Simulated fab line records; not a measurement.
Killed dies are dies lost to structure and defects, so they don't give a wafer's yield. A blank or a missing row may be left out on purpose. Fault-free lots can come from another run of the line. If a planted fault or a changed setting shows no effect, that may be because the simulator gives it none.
fab line records || flow nand_harc || part 2 of 2: steps 26 to 38 of 38
record {"lots": 5, "wafers": 15, "last_day": 31}
route steps=1302 shown A_SIN_REMOVE@948 A_WL_FILL@952 A_CONTACT@983
lots untouched by any fault: they come from a run of this same line in which no faults occurred
start_h: the number of hours between the record's first day and the start of the first shown wafer of the lot || wait_h: hours since the lot's step before || " identical to the entry in the row above || L1.1+2: a row that stands for several wafers || - value missing, or start not given || * or withheld: withheld || < > ~ a bound
route shown NAME@n: NAME is a module with steps in the file, n the number in the route of the first one || usual: the fault-free wafers' mean and standard deviation || same: alike in all rows || chamber/n: place in a boat || sites: each site's reading || _std_site: standard deviation of those values || _edge_site: the outer-site mean with the inner-site mean subtracted || radius_mm: for every site, how far away it sits from the centre of the wafer || mask NAME#n: copy n || behind: the tool/chamber that last shaped the wafer || hold: reason for holding the lot/hours on hold/outcome of the hold || device: transistor that didn't switch, given as n, p or np || end of line: tests run on the same wafers once the route is complete || step lacking rows: just its recipe || killed: the dies lost at the first sort to structure and to defects; this is not the yield of the wafer || map: the dies of a wafer, with x for killed, . for not killed, _ for no die there
set.NAME: the setting the step ran with; set.NAME@STEP: the setting that earlier step ran with || model.NAME: the simulator's own value behind a step, which no gauge read
lots at selected steps of the route; one table per step, one row per wafer
services: a tool's chamber out of use, with start hour (start_h, from the record's first day; less than 0 if before it), hours out, and reason
## steps
# step NHARC_A_WL_FILL_CVD_20
# recipe {"target_thk_a": 1000, "temp_c": 400, "pressure_torr": 40, "wf6_flow_sccm": 40, "h2_flow_sccm": 1600, "ar_flow_sccm": 1560, "time_s": 74, "material": "W"}
# usual {"heater_power_w": "947/96", "throttle_valve_pct": "7.8/0.4"}
# same {"time_s": 74}
{"lot.wafer": "L074.1", "tool": "cvd_w-02", "chamber": 1, "start_h": "-", "wait_h": "-", "heater_power_w": 875, "throttle_valve_pct": 7.8}
{"lot.wafer": "L074.3", "tool": "cvd_w-02", "chamber": 1, "start_h": "-", "wait_h": "-", "heater_power_w": 873, "throttle_valve_pct": 7.8}
{"lot.wafer": "L074.4", "tool": "cvd_w-02", "chamber": 1, "start_h": "-", "wait_h": "-", "heater_power_w": 870, "throttle_valve_pct": 7.9}
{"lot.wafer": "L080.1", "tool": "cvd_w-01", "chamber": 1, "start_h": "-", "wait_h": "-", "heater_power_w": 1017, "throttle_valve_pct": 8.2}
{"lot.wafer": "L080.2", "tool": "cvd_w-01", "chamber": 0, "start_h": "-", "wait_h": "-", "heater_power_w": 1049, "throttle_valve_pct": 7.1}
{"lot.wafer": "L080.6", "tool": "cvd_w-01", "chamber": 0, "start_h": "-", "wait_h": "-", "heater_power_w": 1038, "throttle_valve_pct": 6.8}
{"lot.wafer": "L084.1", "tool": "cvd_w-01", "chamber": 0, "start_h": "-", "wait_h": "-", "heater_power_w": 1034, "throttle_valve_pct": 7.2}
{"lot.wafer": "L084.2", "tool": "cvd_w-01", "chamber": 1, "start_h": "-", "wait_h": "-", "heater_power_w": 1000, "throttle_valve_pct": 7.9}
{"lot.wafer": "L084.3", "tool": "cvd_w-01", "chamber": 0, "start_h": "-", "wait_h": "-", "heater_power_w": 1061, "throttle_valve_pct": 7.1}
{"lot.wafer": "L091.2", "tool": "cvd_w-01", "chamber": 0, "start_h": "-", "wait_h": "-", "heater_power_w": 1028, "throttle_valve_pct": 7.4}
{"lot.wafer": "L091.4", "tool": "cvd_w-01", "chamber": 1, "start_h": "-", "wait_h": "-", "heater_power_w": 1002, "throttle_valve_pct": 8.2}
{"lot.wafer": "L091.6", "tool": "cvd_w-01", "chamber": 0, "start_h": "-", "wait_h": "-", "heater_power_w": 1071, "throttle_valve_pct": 7.5}
{"lot.wafer": "L093.2", "tool": "cvd_w-01", "chamber": 1, "start_h": "-", "wait_h": "-", "heater_power_w": 989, "throttle_valve_pct": 8.3}
{"lot.wafer": "L093.6", "tool": "cvd_w-01", "chamber": 0, "start_h": "-", "wait_h": "-", "heater_power_w": 1038, "throttle_valve_pct": 7.1}
{"lot.wafer": "L093.5", "tool": "cvd_w-01", "chamber": 1, "start_h": "-", "wait_h": "-", "heater_power_w": 999, "throttle_valve_pct": 8.5}
# step NHARC_A_WL_FILL_CMP_12
# recipe {"t_overpolish_s": 30, "target_thk_nm": 100}
# usual {"motor_current_A": "11.8/1.2", "overpolish_run_s": "30.000/0.0081", "time_to_endpoint_s": "20.1/2.8"}
{"lot.wafer": "L074.3", "tool": "cmp-01", "chamber": 1, "start_h": 496.05, "wait_h": 0.2, "motor_current_A": 10.8, "overpolish_run_s": 29.989, "time_to_endpoint_s": 23.2}
{"lot.wafer": "L074.4", "tool": "cmp-01", "chamber": 3, "start_h": 496.05, "wait_h": 0.2, "motor_current_A": 12.1, "overpolish_run_s": 29.997, "time_to_endpoint_s": 21.6}
{"lot.wafer": "L074.1", "tool": "cmp-01", "chamber": 0, "start_h": 496.05, "wait_h": 0.2, "motor_current_A": 13.5, "overpolish_run_s": 30.007, "time_to_endpoint_s": 24.4}
{"lot.wafer": "L080.2", "tool": "cmp-03", "chamber": 1, "start_h": 570.87, "wait_h": 0.1, "motor_current_A": 12.6, "overpolish_run_s": 30.009, "time_to_endpoint_s": 14.8}
{"lot.wafer": "L080.1", "tool": "cmp-03", "chamber": 0, "start_h": 570.87, "wait_h": 0.1, "motor_current_A": 12.8, "overpolish_run_s": 29.983, "time_to_endpoint_s": 17.0}
{"lot.wafer": "L080.6", "tool": "cmp-03", "chamber": 2, "start_h": 570.87, "wait_h": 0.1, "motor_current_A": 12.5, "overpolish_run_s": 30.007, "time_to_endpoint_s": 15.3}
{"lot.wafer": "L084.1", "tool": "cmp-04", "chamber": 2, "start_h": 588.32, "wait_h": 0.2, "motor_current_A": 12.7, "overpolish_run_s": 29.994, "time_to_endpoint_s": 19.8}
{"lot.wafer": "L084.3", "tool": "cmp-04", "chamber": 3, "start_h": 588.32, "wait_h": 0.2, "motor_current_A": 11.1, "overpolish_run_s": 29.992, "time_to_endpoint_s": 19.0}
{"lot.wafer": "L084.2", "tool": "cmp-04", "chamber": 1, "start_h": 588.32, "wait_h": 0.2, "motor_current_A": 10.4, "overpolish_run_s": 29.995, "time_to_endpoint_s": 24.4}
{"lot.wafer": "L091.2", "tool": "cmp-04", "chamber": 0, "start_h": 631.99, "wait_h": 0.2, "motor_current_A": 10.0, "overpolish_run_s": 29.998, "time_to_endpoint_s": 16.8}
{"lot.wafer": "L091.4", "tool": "cmp-04", "chamber": 3, "start_h": 631.99, "wait_h": 0.2, "motor_current_A": 10.9, "overpolish_run_s": 30.005, "time_to_endpoint_s": 18.4}
{"lot.wafer": "L091.6", "tool": "cmp-04", "chamber": 1, "start_h": 631.99, "wait_h": 0.2, "motor_current_A": 10.8, "overpolish_run_s": 29.992, "time_to_endpoint_s": 22.1}
{"lot.wafer": "L093.2", "tool": "cmp-01", "chamber": 2, "start_h": 666.03, "wait_h": 0.2, "motor_current_A": 11.6, "overpolish_run_s": 30.011, "time_to_endpoint_s": 20.9}
{"lot.wafer": "L093.5", "tool": "cmp-01", "chamber": 0, "start_h": 666.03, "wait_h": 0.2, "motor_current_A": 13.3, "overpolish_run_s": 29.997, "time_to_endpoint_s": 22.4}
{"lot.wafer": "L093.6", "tool": "cmp-01", "chamber": 1, "start_h": 666.03, "wait_h": 0.2, "motor_current_A": 11.1, "overpolish_run_s": 30.010, "time_to_endpoint_s": 24.5}
# step NHARC_A_WL_FILL_SRD_31
{"lot.wafer": "L074.4+3+1", "tool": "wet_bench-05", "chamber": "3,5,6", "start_h": 496.38, "wait_h": 0.0}
{"lot.wafer": "L080.1+2+6", "tool": "wet_bench-02", "chamber": "4,0,1", "start_h": 571.19, "wait_h": 0.0}
{"lot.wafer": "L084.1+3+2", "tool": "wet_bench-05", "chamber": "6,7,0", "start_h": 588.65, "wait_h": 0.0}
{"lot.wafer": "L091.2+6+4", "tool": "wet_bench-04", "chamber": "0,1,2", "start_h": 632.31, "wait_h": 0.0}
{"lot.wafer": "L093.2+6+5", "tool": "wet_bench-05", "chamber": "7,0,3", "start_h": 666.30, "wait_h": 0.0}
# step NHARC_A_WL_FILL_INSPECT_15
# usual {"raw_defect_count": "458/100"}
{"lot.wafer": "L074.1", "tool": "defect_inspect-02", "chamber": "-", "start_h": 496.51, "wait_h": 0.0, "raw_defect_count": 385}
{"lot.wafer": "L074.3", "tool": "defect_inspect-02", "chamber": "-", "start_h": 496.51, "wait_h": 0.0, "raw_defect_count": 401}
{"lot.wafer": "L074.4", "tool": "defect_inspect-02", "chamber": "-", "start_h": 496.51, "wait_h": 0.0, "raw_defect_count": 382}
{"lot.wafer": "L080.1", "tool": "defect_inspect-02", "chamber": "-", "start_h": 571.36, "wait_h": 0.0, "raw_defect_count": 444}
{"lot.wafer": "L080.2", "tool": "defect_inspect-02", "chamber": "-", "start_h": 571.36, "wait_h": 0.0, "raw_defect_count": 638}
{"lot.wafer": "L080.6", "tool": "defect_inspect-02", "chamber": "-", "start_h": 571.36, "wait_h": 0.0, "raw_defect_count": 502}
{"lot.wafer": "L084.1", "tool": "defect_inspect-02", "chamber": "-", "start_h": 588.81, "wait_h": 0.1, "raw_defect_count": 405}
{"lot.wafer": "L084.2", "tool": "defect_inspect-02", "chamber": "-", "start_h": 588.81, "wait_h": 0.1, "raw_defect_count": 316}
{"lot.wafer": "L084.3", "tool": "defect_inspect-02", "chamber": "-", "start_h": 588.81, "wait_h": 0.1, "raw_defect_count": 431}
{"lot.wafer": "L091.2", "tool": "defect_inspect-02", "chamber": "-", "start_h": 632.47, "wait_h": 0.0, "raw_defect_count": 300}
{"lot.wafer": "L091.4", "tool": "defect_inspect-02", "chamber": "-", "start_h": 632.47, "wait_h": 0.0, "raw_defect_count": 459}
{"lot.wafer": "L091.6", "tool": "defect_inspect-02", "chamber": "-", "start_h": 632.47, "wait_h": 0.0, "raw_defect_count": 697}
{"lot.wafer": "L093.2", "tool": "defect_inspect-02", "chamber": "-", "start_h": 666.45, "wait_h": 0.0, "raw_defect_count": 415}
{"lot.wafer": "L093.5", "tool": "defect_inspect-02", "chamber": "-", "start_h": 666.45, "wait_h": 0.0, "raw_defect_count": 454}
{"lot.wafer": "L093.6", "tool": "defect_inspect-02", "chamber": "-", "start_h": 666.45, "wait_h": 0.0, "raw_defect_count": 504}
# step NHARC_A_CONTACT_DEP_24
# recipe {"target_thk_a": 5000, "temp_c": 400, "pressure_torr": 6.5, "rf_w": 900, "teos_flow_sccm": 161.4, "flow_sccm": 2650, "target_thk_nm": 500, "gas": "O2", "material": "SiO2"}
# usual {"heater_power_w": "542/67", "mfc_precursor_sccm": "161.4/0.49", "throttle_valve_pct": "16.0/0.69"}
{"lot.wafer": "L074.1", "tool": "pecvd-02", "chamber": 1, "start_h": 496.68, "wait_h": 0.2, "heater_power_w": 525, "mfc_precursor_sccm": 162.6, "throttle_valve_pct": 16.9}
{"lot.wafer": "L074.3", "tool": "pecvd-02", "chamber": 0, "start_h": 496.68, "wait_h": 0.2, "heater_power_w": 492, "mfc_precursor_sccm": 161.1, "throttle_valve_pct": 14.6}
{"lot.wafer": "L074.4", "tool": "pecvd-02", "chamber": 2, "start_h": 496.68, "wait_h": 0.2, "heater_power_w": 477, "mfc_precursor_sccm": 162.3, "throttle_valve_pct": 15.6}
{"lot.wafer": "L080.2", "tool": "pecvd-03", "chamber": 0, "start_h": 571.43, "wait_h": 0.1, "heater_power_w": 620, "mfc_precursor_sccm": 161.3, "throttle_valve_pct": 16.8}
{"lot.wafer": "L080.1", "tool": "pecvd-03", "chamber": 1, "start_h": 571.43, "wait_h": 0.1, "heater_power_w": 743, "mfc_precursor_sccm": 160.8, "throttle_valve_pct": 15.3}
{"lot.wafer": "L080.6", "tool": "pecvd-03", "chamber": 1, "start_h": 571.43, "wait_h": 0.1, "heater_power_w": 614, "mfc_precursor_sccm": 162.0, "throttle_valve_pct": 15.4}
{"lot.wafer": "L084.2", "tool": "pecvd-01", "chamber": 0, "start_h": 588.87, "wait_h": 0.1, "heater_power_w": 546, "mfc_precursor_sccm": 161.6, "throttle_valve_pct": 15.3}
{"lot.wafer": "L084.1", "tool": "pecvd-01", "chamber": 2, "start_h": 588.87, "wait_h": 0.1, "heater_power_w": 448, "mfc_precursor_sccm": 162.2, "throttle_valve_pct": 15.8}
{"lot.wafer": "L084.3", "tool": "pecvd-01", "chamber": 0, "start_h": 588.87, "wait_h": 0.1, "heater_power_w": 592, "mfc_precursor_sccm": 161.6, "throttle_valve_pct": 15.5}
{"lot.wafer": "L091.2", "tool": "pecvd-02", "chamber": 1, "start_h": 632.54, "wait_h": 0.1, "heater_power_w": 525, "mfc_precursor_sccm": 161.0, "throttle_valve_pct": 16.3}
{"lot.wafer": "L091.6", "tool": "pecvd-02", "chamber": 2, "start_h": 632.54, "wait_h": 0.1, "heater_power_w": 575, "mfc_precursor_sccm": 161.9, "throttle_valve_pct": 16.1}
{"lot.wafer": "L091.4", "tool": "pecvd-02", "chamber": 0, "start_h": 632.54, "wait_h": 0.1, "heater_power_w": 557, "mfc_precursor_sccm": 161.9, "throttle_valve_pct": 14.8}
{"lot.wafer": "L093.2", "tool": "pecvd-03", "chamber": 1, "start_h": 666.58, "wait_h": 0.1, "heater_power_w": 709, "mfc_precursor_sccm": 161.8, "throttle_valve_pct": 15.5}
{"lot.wafer": "L093.5", "tool": "pecvd-03", "chamber": 0, "start_h": 666.58, "wait_h": 0.1, "heater_power_w": 603, "mfc_precursor_sccm": 161.5, "throttle_valve_pct": 17.1}
{"lot.wafer": "L093.6", "tool": "pecvd-03", "chamber": 1, "start_h": 666.58, "wait_h": 0.1, "heater_power_w": 698, "mfc_precursor_sccm": 161.8, "throttle_valve_pct": 15.7}
# step NHARC_A_CONTACT_DEP_28
# recipe {"target_thk_a": 70000, "temp_c": 400, "material": "aC"}
# usual {"throttle_valve_pct": "34.999/0.0092"}
{"lot.wafer": "L074.1", "tool": "acl_dep-03", "chamber": 0, "start_h": 497.29, "wait_h": 0.1, "throttle_valve_pct": 34.997}
{"lot.wafer": "L074.3", "tool": "acl_dep-03", "chamber": 0, "start_h": 498.69, "wait_h": 1.5, "throttle_valve_pct": 34.996}
{"lot.wafer": "L074.4", "tool": "acl_dep-03", "chamber": 0, "start_h": 498.69, "wait_h": 1.5, "throttle_valve_pct": 35.006}
{"lot.wafer": "L080.1", "tool": "acl_dep-02", "chamber": 0, "start_h": 572.57, "wait_h": 0.4, "throttle_valve_pct": 35.007}
{"lot.wafer": "L080.2", "tool": "acl_dep-02", "chamber": 0, "start_h": 572.57, "wait_h": 0.4, "throttle_valve_pct": 35.007}
{"lot.wafer": "L080.6", "tool": "acl_dep-02", "chamber": 0, "start_h": 576.10, "wait_h": 3.9, "throttle_valve_pct": 35.010}
{"lot.wafer": "L084.1", "tool": "acl_dep-01", "chamber": 0, "start_h": 589.67, "wait_h": 0.1, "throttle_valve_pct": 35.002}
{"lot.wafer": "L084.2", "tool": "acl_dep-01", "chamber": 0, "start_h": 589.67, "wait_h": 0.1, "throttle_valve_pct": 34.997}
{"lot.wafer": "L084.3", "tool": "acl_dep-01", "chamber": 0, "start_h": 589.67, "wait_h": 0.1, "throttle_valve_pct": 35.000}
{"lot.wafer": "L091.2", "tool": "acl_dep-03", "chamber": 0, "start_h": 633.85, "wait_h": 0.8, "throttle_valve_pct": 34.996}
{"lot.wafer": "L091.4", "tool": "acl_dep-03", "chamber": 0, "start_h": 635.27, "wait_h": 2.2, "throttle_valve_pct": 35.001}
{"lot.wafer": "L091.6", "tool": "acl_dep-03", "chamber": 0, "start_h": 636.68, "wait_h": 3.6, "throttle_valve_pct": 34.995}
{"lot.wafer": "L093.2", "tool": "acl_dep-01", "chamber": 0, "start_h": 667.84, "wait_h": 0.8, "throttle_valve_pct": 35.004}
{"lot.wafer": "L093.5", "tool": "acl_dep-01", "chamber": 0, "start_h": 670.00, "wait_h": 2.9, "throttle_valve_pct": 35.000}
{"lot.wafer": "L093.6", "tool": "acl_dep-01", "chamber": 0, "start_h": 670.00, "wait_h": 2.9, "throttle_valve_pct": 34.996}
# step NHARC_A_CONTACT_DEP_29
# recipe {"target_thk_a": 1000, "target_thk_nm": 100, "temp_c": 400, "pressure_torr": 3.5, "flow_sccm": 200, "rf_w": 350, "material": "SiON"}
# usual {"heater_power_w": "753/74"}
{"lot.wafer": "L074.1", "tool": "pecvd-03", "chamber": 2, "start_h": 501.50, "wait_h": 3.5, "heater_power_w": 745}
{"lot.wafer": "L074.3", "tool": "pecvd-03", "chamber": 1, "start_h": 501.50, "wait_h": 3.5, "heater_power_w": 908}
{"lot.wafer": "L074.4", "tool": "pecvd-03", "chamber": 0, "start_h": 501.50, "wait_h": 3.5, "heater_power_w": 868}
{"lot.wafer": "L080.2", "tool": "pecvd-03", "chamber": 0, "start_h": 576.86, "wait_h": 2.9, "heater_power_w": 744}
{"lot.wafer": "L080.1", "tool": "pecvd-03", "chamber": 1, "start_h": 576.86, "wait_h": 2.9, "heater_power_w": 916}
{"lot.wafer": "L080.6", "tool": "pecvd-03", "chamber": 0, "start_h": 576.86, "wait_h": 2.9, "heater_power_w": 760}
{"lot.wafer": "L084.1", "tool": "pecvd-03", "chamber": 2, "start_h": 593.91, "wait_h": 3.5, "heater_power_w": 756}
{"lot.wafer": "L084.3", "tool": "pecvd-03", "chamber": 0, "start_h": 593.91, "wait_h": 3.5, "heater_power_w": 817}
{"lot.wafer": "L084.2", "tool": "pecvd-03", "chamber": 1, "start_h": 593.91, "wait_h": 3.5, "heater_power_w": 912}
{"lot.wafer": "L091.2", "tool": "pecvd-01", "chamber": 2, "start_h": 637.41, "wait_h": 2.9, "heater_power_w": 721}
{"lot.wafer": "L091.6", "tool": "pecvd-01", "chamber": 2, "start_h": 637.41, "wait_h": 2.9, "heater_power_w": 730}
{"lot.wafer": "L091.4", "tool": "pecvd-01", "chamber": 1, "start_h": 637.41, "wait_h": 2.9, "heater_power_w": 620}
{"lot.wafer": "L093.2", "tool": "pecvd-03", "chamber": 1, "start_h": 671.46, "wait_h": 2.9, "heater_power_w": 805}
{"lot.wafer": "L093.6", "tool": "pecvd-03", "chamber": 2, "start_h": 671.46, "wait_h": 2.9, "heater_power_w": 676}
{"lot.wafer": "L093.5", "tool": "pecvd-03", "chamber": 0, "start_h": 671.46, "wait_h": 2.9, "heater_power_w": 779}
# step NHARC_A_CONTACT_DEHYDRATE_32
# recipe {"temp_c": 150, "time_s": 120}
# same {"time_s": 120}
{"lot.wafer": "L074.1+3+4", "tool": "litho_track-01", "chamber": 0, "start_h": 501.77, "wait_h": 0.2}
{"lot.wafer": "L080.1+2+6", "tool": "litho_track-06", "chamber": 0, "start_h": 577.10, "wait_h": 0.2}
{"lot.wafer": "L084.1+2+3", "tool": "litho_track-01", "chamber": 0, "start_h": 594.19, "wait_h": 0.2}
{"lot.wafer": "L091.2+4+6", "tool": "litho_track-01", "chamber": 0, "start_h": 637.68, "wait_h": 0.2}
{"lot.wafer": "L093.2+5+6", "tool": "litho_track-04", "chamber": 0, "start_h": 671.73, "wait_h": 0.2}
# step NHARC_A_CONTACT_HMDS_33
# recipe {"time_s": 30}
# same {"time_s": 30}
{"lot.wafer": "L074.1+3+4", "tool": "litho_track-01", "chamber": 0, "start_h": "-", "wait_h": "-"}
{"lot.wafer": "L080.1+2+6", "tool": "litho_track-06", "chamber": 0, "start_h": "-", "wait_h": "-"}
{"lot.wafer": "L084.1+2+3", "tool": "litho_track-01", "chamber": 0, "start_h": "-", "wait_h": "-"}
{"lot.wafer": "L091.2+4+6", "tool": "litho_track-01", "chamber": 0, "start_h": "-", "wait_h": "-"}
{"lot.wafer": "L093.2+5+6", "tool": "litho_track-04", "chamber": 0, "start_h": "-", "wait_h": "-"}
# step NHARC_A_CONTACT_COAT_34
# recipe {"temp_c": 260, "time_s": 75}
# same {"time_s": 75}
{"lot.wafer": "L074.1+3+4", "tool": "litho_track-01", "chamber": 0, "start_h": "-", "wait_h": "-"}
{"lot.wafer": "L080.1+2+6", "tool": "litho_track-06", "chamber": 0, "start_h": "-", "wait_h": "-"}
{"lot.wafer": "L084.1+2+3", "tool": "litho_track-01", "chamber": 0, "start_h": "-", "wait_h": "-"}
{"lot.wafer": "L091.2+4+6", "tool": "litho_track-01", "chamber": 0, "start_h": "-", "wait_h": "-"}
{"lot.wafer": "L093.2+5+6", "tool": "litho_track-04", "chamber": 0, "start_h": "-", "wait_h": "-"}
# step NHARC_A_CONTACT_COAT_35
# recipe {"temp_c": 225, "time_s": 65}
# same {"time_s": 65}
{"lot.wafer": "L074.1+3+4", "tool": "litho_track-01", "chamber": 0, "start_h": "-", "wait_h": "-"}
{"lot.wafer": "L080.1+2+6", "tool": "litho_track-06", "chamber": 0, "start_h": "-", "wait_h": "-"}
{"lot.wafer": "L084.1+2+3", "tool": "litho_track-01", "chamber": 0, "start_h": "-", "wait_h": "-"}
{"lot.wafer": "L091.2+4+6", "tool": "litho_track-01", "chamber": 0, "start_h": "-", "wait_h": "-"}
{"lot.wafer": "L093.2+5+6", "tool": "litho_track-04", "chamber": 0, "start_h": "-", "wait_h": "-"}
# step NHARC_A_CONTACT_COAT_36
# recipe {"spin_rpm": 1500, "resist_thk_nm": 90}
# usual {"spin_speed_rpm": "1499.9/0.95"}
{"lot.wafer": "L074.1", "tool": "litho_track-01", "chamber": 0, "start_h": "-", "wait_h": "-", "spin_speed_rpm": 1499.5}
{"lot.wafer": "L074.3", "tool": "litho_track-01", "chamber": 0, "start_h": "-", "wait_h": "-", "spin_speed_rpm": 1499.9}
{"lot.wafer": "L074.4", "tool": "litho_track-01", "chamber": 0, "start_h": "-", "wait_h": "-", "spin_speed_rpm": 1501.7}
{"lot.wafer": "L080.1", "tool": "litho_track-06", "chamber": 0, "start_h": "-", "wait_h": "-", "spin_speed_rpm": 1499.4}
{"lot.wafer": "L080.2", "tool": "litho_track-06", "chamber": 0, "start_h": "-", "wait_h": "-", "spin_speed_rpm": 1499.3}
{"lot.wafer": "L080.6", "tool": "litho_track-06", "chamber": 0, "start_h": "-", "wait_h": "-", "spin_speed_rpm": 1498.7}
{"lot.wafer": "L084.1", "tool": "litho_track-01", "chamber": 0, "start_h": "-", "wait_h": "-", "spin_speed_rpm": 1499.1}
{"lot.wafer": "L084.2", "tool": "litho_track-01", "chamber": 0, "start_h": "-", "wait_h": "-", "spin_speed_rpm": 1500.4}
{"lot.wafer": "L084.3", "tool": "litho_track-01", "chamber": 0, "start_h": "-", "wait_h": "-", "spin_speed_rpm": 1502.5}
{"lot.wafer": "L091.2", "tool": "litho_track-01", "chamber": 0, "start_h": "-", "wait_h": "-", "spin_speed_rpm": 1498.2}
{"lot.wafer": "L091.4", "tool": "litho_track-01", "chamber": 0, "start_h": "-", "wait_h": "-", "spin_speed_rpm": 1500.8}
{"lot.wafer": "L091.6", "tool": "litho_track-01", "chamber": 0, "start_h": "-", "wait_h": "-", "spin_speed_rpm": 1499.9}
{"lot.wafer": "L093.2", "tool": "litho_track-04", "chamber": 0, "start_h": "-", "wait_h": "-", "spin_speed_rpm": 1499.2}
{"lot.wafer": "L093.5", "tool": "litho_track-04", "chamber": 0, "start_h": "-", "wait_h": "-", "spin_speed_rpm": 1500.5}
{"lot.wafer": "L093.6", "tool": "litho_track-04", "chamber": 0, "start_h": "-", "wait_h": "-", "spin_speed_rpm": 1499.5}
# step NHARC_A_CONTACT_SOFTBAKE_37
# recipe {"temp_c": 105, "time_s": 55}
# same {"time_s": 55}
{"lot.wafer": "L074.1+3+4", "tool": "litho_track-01", "chamber": 0, "start_h": "-", "wait_h": "-"}
{"lot.wafer": "L080.1+2+6", "tool": "litho_track-06", "chamber": 0, "start_h": "-", "wait_h": "-"}
{"lot.wafer": "L084.1+2+3", "tool": "litho_track-01", "chamber": 0, "start_h": "-", "wait_h": "-"}
{"lot.wafer": "L091.2+4+6", "tool": "litho_track-01", "chamber": 0, "start_h": "-", "wait_h": "-"}
{"lot.wafer": "L093.2+5+6", "tool": "litho_track-04", "chamber": 0, "start_h": "-", "wait_h": "-"}
## services
{"tool": "wet_bench-01", "chamber": "-", "start_h": 453.64, "hours": 8.0, "kind": "pm"}
{"tool": "rie_metal-02", "chamber": "-", "start_h": 454.00, "hours": 9.0, "kind": "pm"}
{"tool": "ald_hk-01", "chamber": "-", "start_h": 474.67, "hours": 10.0, "kind": "pm"}
{"tool": "ald_metal-03", "chamber": 0, "start_h": 490.71, "hours": 4.7, "kind": "repair"}
{"tool": "rie_metal-02", "chamber": 1, "start_h": 495.66, "hours": 14.9, "kind": "repair"}
{"tool": "litho_track-01", "chamber": "-", "start_h": 505.00, "hours": 7.0, "kind": "pm"}
{"tool": "rie_diel-13", "chamber": "-", "start_h": 519.00, "hours": 9.0, "kind": "pm"}
{"tool": "pecvd-03", "chamber": 2, "start_h": 523.41, "hours": 17.9, "kind": "repair"}
{"tool": "litho_track-06", "chamber": "-", "start_h": 529.00, "hours": 7.0, "kind": "pm"}
{"tool": "pecvd-03", "chamber": "-", "start_h": 547.08, "hours": 13.0, "kind": "pm"}
{"tool": "cvd_w-01", "chamber": "-", "start_h": 547.16, "hours": 13.0, "kind": "pm"}
{"tool": "litho_track-04", "chamber": "-", "start_h": 553.00, "hours": 7.0, "kind": "pm"}
{"tool": "pecvd-03", "chamber": "-", "start_h": 564.50, "hours": 1.8, "kind": "repair"}
{"tool": "rie_metal-02", "chamber": 0, "start_h": 569.52, "hours": 6.1, "kind": "repair"}
{"tool": "pecvd-03", "chamber": 2, "start_h": 571.26, "hours": 2.0, "kind": "repair"}
{"tool": "wet_bench-04", "chamber": "-", "start_h": 577.99, "hours": 1.4, "kind": "repair"}
{"tool": "rie_diel-13", "chamber": 0, "start_h": 580.48, "hours": 23.6, "kind": "repair"}
{"tool": "wet_bench-02", "chamber": "-", "start_h": 596.00, "hours": 8.0, "kind": "pm"}
{"tool": "wet_bench-05", "chamber": "-", "start_h": 602.57, "hours": 0.9, "kind": "repair"}
{"tool": "wet_bench-05", "chamber": "-", "start_h": 612.80, "hours": 8.0, "kind": "pm"}
{"tool": "wet_bench-01", "chamber": "-", "start_h": 629.64, "hours": 8.0, "kind": "pm"}
{"tool": "rie_metal-02", "chamber": "-", "start_h": 631.00, "hours": 9.0, "kind": "pm"}
{"tool": "pecvd-03", "chamber": "-", "start_h": 645.05, "hours": 18.7, "kind": "repair"}
{"tool": "cvd_w-01", "chamber": "-", "start_h": 648.61, "hours": 0.5, "kind": "repair"}
